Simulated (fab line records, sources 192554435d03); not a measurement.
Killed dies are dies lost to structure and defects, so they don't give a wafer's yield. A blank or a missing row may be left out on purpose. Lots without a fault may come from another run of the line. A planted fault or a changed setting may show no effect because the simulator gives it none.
Chamber matching | flow n5_finfet | N5_BEOL_M1_ETCHBACK_99 on rie_diel-06: 4 sister chambers
The step etches SiO2 in CHF3, target depth 5 nm, time 10.4 s. 14 wafers are shown with their chamber, then 7 later ones without.

WAFERS WITH THEIR CHAMBER
wafer  | chamber | rf_vpp_V (V) | throttle_valve_pct (%) | oes_product_au (a.u.)
L076.1 | 0       | 235          | 16.78                  | 0.81
L076.4 | 1       | 239          | 17.10                  | 0.69
L076.6 | 3       | 245          | 16.96                  | 0.92
L081.1 | 2       | 229          | 16.73                  | 0.91
L081.2 | 0       | 235          | 16.78                  | 0.81
L081.5 | 2       | 230          | 16.73                  | 0.90
L086.3 | 3       | 246          | 16.99                  | 0.89
L086.4 | 2       | 230          | 16.72                  | 0.90
L086.5 | 3       | 246          | 17.00                  | 0.89
L087.2 | 3       | 246          | 17.00                  | 0.89
L087.3 | 1       | 240          | 17.13                  | 0.68
L087.5 | 1       | 239          | 17.14                  | 0.68
L089.2 | 0       | 235          | 16.80                  | 0.80
L089.4 | 3       | 245          | 17.00                  | 0.88

SIGNATURES (means of the wafers above)
reading            | chamber 0 | chamber 1 | chamber 2 | chamber 3 | scatter within a chamber
rf_vpp_V           | 235.00    | 239.33    | 229.67    | 245.60    | 0.503
throttle_valve_pct | 16.7867   | 17.1233   | 16.7267   | 16.9900   | 0.0155
oes_product_au     | 0.8067    | 0.6833    | 0.9033    | 0.8940    | 0.0106
Rule: a wafer's distance from a chamber is the root of the sum, over the readings, of the square of ((its reading less the chamber's mean) divided by the reading's scatter). The wafer belongs to the nearest chamber; if the next one is less than 2 further off, it can't be placed. The scatter: the root of (the sum of the squares of (reading less its chamber's mean) over the shown wafers, divided by (wafers less chambers)).

WAFERS WITHOUT THEIR CHAMBER
wafer  | rf_vpp_V (V) | throttle_valve_pct (%) | oes_product_au (a.u.)
L089.6 | 230          | 16.73                  | 0.88
L094.2 | 240          | 17.16                  | 0.67
L094.3 | 233          | 16.82                  | 0.79
L094.4 | 228          | 16.77                  | 0.86
L096.2 | 235          | 16.85                  | 0.78
L096.3 | 246          | 17.03                  | 0.87
L096.4 | 239          | 17.18                  | 0.67

WHICH CHAMBER EACH WENT THROUGH
wafer  | from the rows above | in truth
L089.6 | 2                   | 2
L094.2 | 1                   | 1
L094.3 | 0                   | 0
L094.4 | 2                   | 2
L096.2 | 0                   | 0
L096.3 | 3                   | 3
L096.4 | 1                   | 1
Placed correctly: 7 of 7. Can't be placed from these rows: 0. Placed wrongly: 0.
